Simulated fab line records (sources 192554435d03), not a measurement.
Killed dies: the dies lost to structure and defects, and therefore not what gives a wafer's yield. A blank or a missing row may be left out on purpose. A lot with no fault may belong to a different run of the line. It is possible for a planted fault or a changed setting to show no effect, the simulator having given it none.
A lot that was struck, set against a sound lot + flow n5 finfet + 16 steps out of a route of 1938
Sound: these wafers, L356.2, L356.4, L356.5. Struck: wafer L360.2 (L360.1, L360.5, from the same lot, were not struck and are left out); the cause is given at the end.
For every step that has rows: the tool of each side, followed by ch and its chambers, followed by its first start. Under that, the readings that differ: sound wafers + struck wafers + difference of the means + sigmas: that difference in standard deviations of wafers without a fault.
alike: a reading whose means differ by less than 2 such deviations, as well as words and numbers matching on both sides. not compared: withheld readings; readings where some wafer has no value; bounds like >300 that might hide an equal value; numbers whose values overlap and for which the record gives no deviation.
A row with sigmas, a row that says differs or no value, or rows on one side alone: a step with any of these is where the two part. Numbers that have no deviation but don't overlap get no sigmas and don't part them. A reading missing from all wafers of one side parts the sides only when that side holds two or more wafers.

N5_MOL_CONTACT_COAG_ETCH_106: etches SOC in N2/H2, target depth 80 nm, overetch 16 nm, time 120 s.
  sound on rie diel-03 ch 1,3, day 7 02:37; struck on rie diel-03 ch 3, day 8 04:41
  alike: drypump motor current A, oes product au, rf vpp V, showerhead plenum p Torr, throttle valve pct
  not compared: rf hours counter h
then, 2 steps without rows for these wafers: N5_MOL_CONTACT_COAG_STRIP_107 (strips in N2/H2); N5_MOL_CONTACT_COAG_STRIP_108 (strips in N2/H2).
N5_MOL_CONTACT_COAG_CONTACT_ETCH_14: etches SiO2 in C4F6/O2, target depth 27.5 nm, overetch 8.5 nm, time 20 s.
  sound on rie diel-03 ch 1,3, day 7 02:43; struck on rie diel-03 ch 3, day 8 04:47
  alike: drypump motor current A, mfc ar sccm, oes product au, rf vpp V, showerhead plenum p Torr, throttle valve pct
  not compared: rf hours counter h
then, 1 step without rows for these wafers: N5_MOL_CONTACT_COAG_STRIP_109 (strips in C4F6/O2).
N5_MOL_CONTACT_COAG_ETCH_15: etches SiNx in CH3F/O2, stops on Si:P, target depth 7 nm.
  sound on rie diel-03 ch 1,3, day 7 02:45; struck on rie diel-03 ch 3, day 8 04:50
  alike: drypump motor current A, mfc ar sccm, oes product au, rf vpp V, showerhead plenum p Torr, throttle valve pct
  not compared: rf hours counter h
N5_MOL_CONTACT_COAG_ETCH_110: etches Si in CF4/O2, target depth 2.5 nm, time 8 s.
  sound on rie diel-03 ch 1,3, day 7 02:49; struck on rie diel-03 ch 3, day 8 04:53
  alike: drypump motor current A, mfc ar sccm, oes product au, rf vpp V, showerhead plenum p Torr, throttle valve pct
  not compared: rf hours counter h
then, 1 step without rows for these wafers: N5_MOL_CONTACT_COAG_STRIP_98 (strips in N2/H2).
N5_MOL_CONTACT_COAG_CD_MEAS_99: target cd 17.2 nm.
  sound on cd sem-02, day 7 02:56; struck on cd sem-03, day 8 05:01
  alike: cd nm
then, 3 steps without rows for these wafers: N5_MOL_CONTACT_COAG_IMPLANT_129; N5_MOL_CONTACT_COAG_PRECLEAN_111 (cleans in NF3:NH3, afs cycles 1, time 20 s, sublimation time 60 s); N5_MOL_CONTACT_COAG_TI_SIL_19 (material Ti, target thk 4.2 nm, time 15 s).
N5_MOL_CONTACT_COAG_ALD_20: deposits TiN, target thk 1.5 nm, pulse time 1 s, purge time 3 s.
  sound on ald metal-01 ch 0,1,3, day 7 04:34; struck on ald metal-01 ch 2, day 8 07:18
| reading    | sound    | struck | difference | sigmas |
|------------|----------|--------|------------|--------|
| ald cycles | 68 68 68 | 72     | +4         |        |
  alike: heater power w, precursor pulse height rel
N5_MOL_CONTACT_COAG_SIL_ANNEAL_21: time 60 s.
  sound on rtp anneal-01 ch 0, day 7 05:04; struck on rtp anneal-02 ch 0, day 8 07:41
| reading          | sound             | struck | difference | sigmas |
|------------------|-------------------|--------|------------|--------|
| wafer_temp_C_max | 552.4 553.0 552.2 | 554.2  | +1.7       | +2     |
  alike: lamp power pct
-- the record jumps here: 3 days lie between the struck wafers' starts before and after (it left off in module MOL_CONTACT_COAG and takes up again in module BEOL_M4, whose first step shown is number 1111 of the route) --
N5_BEOL_M4_RC_MEAS_101:
  sound on prober-01 ch 0, day 10 20:49; struck on prober-01 ch 0, day 11 12:37
| reading       | sound       | struck | difference | sigmas |
|---------------|-------------|--------|------------|--------|
| ION_P (uA/um) | 455 444 450 | 470    | +20        | +3     |
  alike: DIBL_N, DIBL_P, IOFF_N, IOFF_P, ION_N, SS_N, SS_P, VT_N, VT_P
after that, 1 step had no rows for these wafers: N5_PASSIVATION_PROBE_49.

WHERE THEY PART
First at N5_MOL_CONTACT_COAG_SIL_ANNEAL_21; last, within this record, at N5_BEOL_M4_RC_MEAS_101.

WHY: what the simulator had put in
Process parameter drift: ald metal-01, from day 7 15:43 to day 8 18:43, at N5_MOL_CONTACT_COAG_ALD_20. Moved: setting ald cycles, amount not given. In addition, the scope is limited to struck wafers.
